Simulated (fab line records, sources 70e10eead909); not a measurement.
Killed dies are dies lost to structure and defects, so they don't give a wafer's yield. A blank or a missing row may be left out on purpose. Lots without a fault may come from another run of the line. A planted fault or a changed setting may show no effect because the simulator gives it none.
Chamber matching | flow nand_harc | NHARC_A_M0_PRE_CLEAN_31 on pecvd-04: 3 sister chambers
The step time 12 s. 6 wafers are shown with their chamber, then 7 later ones without.

WAFERS WITH THEIR CHAMBER
wafer  | chamber | heater_power_w (W) | susceptor_temp_C (C)
L085.2 | 1       | 627                | 370.21
L085.3 | 0       | 670                | 369.80
L093.1 | 0       | 724                | 369.98
L093.6 | 2       | 569                | 370.01
L094.1 | 1       | 607                | 370.40
L094.3 | 2       | 616                | 369.80

WAFERS WITHOUT THEIR CHAMBER
wafer  | heater_power_w (W) | susceptor_temp_C (C)
L094.4 | 608                | 370.08
L095.1 | 642                | 369.79
L095.2 | 604                | 369.88
L095.3 | 751                | 370.07
L097.1 | 592                | 369.79
L097.5 | 734                | 370.28
L097.6 | 592                | 370.11

WHICH CHAMBER EACH WENT THROUGH
wafer  | from the rows above          | in truth
L094.4 | can't be placed: 2 or 1 or 0 | 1
L095.1 | can't be placed: 2 or 0      | 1
L095.2 | 2                            | 2
L095.3 | 0                            | 0
L097.1 | 2                            | 2
L097.5 | can't be placed: 0 or 1      | 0
L097.6 | can't be placed: 2 or 1      | 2
Placed correctly: 3 of 7. Can't be placed from these rows: 4 (the true chamber is among the candidates in 3). Placed wrongly: 0.
How it was worked out, from the rows above alone: a wafer's distance from a chamber is the root of the sum, over the readings, of the square of ((its reading less the chamber's mean) divided by the reading's scatter). The wafer belongs to the nearest chamber; if the next one is less than 2 further off, it can't be placed. A chamber's mean is the mean of its shown wafers. The scatter: the root of (the sum of the squares of (reading less its chamber's mean) over the shown wafers, divided by (wafers less chambers)).
